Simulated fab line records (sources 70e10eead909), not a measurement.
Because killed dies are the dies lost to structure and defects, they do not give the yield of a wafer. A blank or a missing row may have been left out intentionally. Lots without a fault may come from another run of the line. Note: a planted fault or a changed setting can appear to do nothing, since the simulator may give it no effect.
A lot that was struck, set against a sound lot | flow nand_harc | 17 out of 1159 route steps
Sound: these wafers, L905.3, L905.5, L905.6. The struck wafers were L914.2, L914.3, L914.5. At the end, the cause is stated.
Per side, at each step with rows, come the tool, then ch with its chambers, and then its first start. Under that, the readings that differ: sound wafers | struck wafers | difference of the means | sigmas: that difference in standard deviations of wafers without a fault.
alike: readings with means less than 2 such deviations apart, plus words and numbers identical on both sides. not compared: withheld readings, readings lacking a value on some wafer, bounds such as >300 that could conceal the same value, and numbers that have no deviation in the record and whose values overlap.
Wherever a step has rows on one side only, a row that says differs or no value, or a row with sigmas, the two part there. Numbers that don't overlap but have no deviation are shown without sigmas and don't part them. A reading that every wafer of one side lacks parts them only if that side has two wafers or more.

NHARC_A_CONTACT_ETCH_102: etches the open film in CF4/O2, target depth 70 nm, overetch 7 nm, time 38.5 s.
  sound on rie_diel-11 ch 2,3, day 19 13:25; struck on rie_diel-11 ch 0,2, day 21 20:57
  alike: bias_w, drypump_motor_current_A, oes_product_au, rf_vpp_V, showerhead_plenum_p_Torr, throttle_valve_pct
  not compared: rf_hours_counter_h
NHARC_A_CONTACT_STRIP_55: strips in O2.
  sound on rie_diel-11 ch 1,2,3; struck on rie_diel-11 ch 1,2
  alike: drypump_motor_current_A, oes_product_au, rf_vpp_V, showerhead_plenum_p_Torr, throttle_valve_pct
  not compared: rf_hours_counter_h
then, 1 step without rows for these wafers: NHARC_A_CONTACT_STRIP_56 (strips in post etch residue remover, time 600 s).
NHARC_A_CONTACT_DEP_57: deposits aC, target thk 2800 nm.
  sound on acl_dep-02 ch 0, day 19 16:32; struck on acl_dep-02 ch 0, day 21 21:53
  alike: throttle_valve_pct
NHARC_A_CONTACT_DEP_58: deposits SiON, target thk 60 nm.
  sound on pecvd-04 ch 0,1,2, day 19 17:44; struck on pecvd-02 ch 0,1,2, day 21 23:20
  alike: heater_power_w
then, 7 steps without rows for these wafers: NHARC_A_CONTACT_DEHYDRATE_59 (time 120 s); NHARC_A_CONTACT_HMDS_60 (time 30 s); NHARC_A_CONTACT_COAT_61 (time 75 s); NHARC_A_CONTACT_COAT_62 (time 65 s); NHARC_A_CONTACT_COAT_63 (resist thk 90 nm); NHARC_A_CONTACT_SOFTBAKE_64 (time 55 s); NHARC_A_CONTACT_EBR_65.
NHARC_A_CONTACT_EXPOSE_66: exposes mask A CC 2.
  sound on arfi_scanner-02 ch 0, day 19 18:16; struck on arfi_scanner-02 ch 0, day 21 23:55
  reading              | sound             | struck            | difference | sigmas
  exposure_dose_mJ_cm2 | 58.99 59.07 59.06 | 44.15 44.22 44.27 | -14.83     | -99 or more
  alike: mask
then, 2 steps without rows for these wafers: NHARC_A_CONTACT_PEB_67 (peb time 65 s); NHARC_A_CONTACT_DEVELOP_68 (develop time 35 s).
NHARC_A_CONTACT_CD_MEAS_69 targets a cd of 200 nm.
  sound on cd_sem-01 ch 0, day 19 18:25; struck on cd_sem-02 ch 0, day 22 00:04
  reading    | sound             | struck            | difference | sigmas
  cd_nm (nm) | 199.6 200.0 199.9 | 187.9 187.2 187.6 | -12.3      | -19
NHARC_A_CONTACT_OVL_MEAS_70:
  sound: overlay-02 at day 19 18:29; struck: overlay-01 at day 22 00:10
  alike: overlay_x_nm, overlay_y_nm

## WHERE THEY PART
Earliest at NHARC_A_CONTACT_EXPOSE_66; latest, in this record, at NHARC_A_CONTACT_CD_MEAS_69. Later steps at which nothing parts them and some readings are alike: NHARC_A_CONTACT_OVL_MEAS_70.

WHY: what the simulator had put in
Process parameters drifting: arfi_scanner-02 at NHARC_A_CONTACT_EXPOSE_66, beginning at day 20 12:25. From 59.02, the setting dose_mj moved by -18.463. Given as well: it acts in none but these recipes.
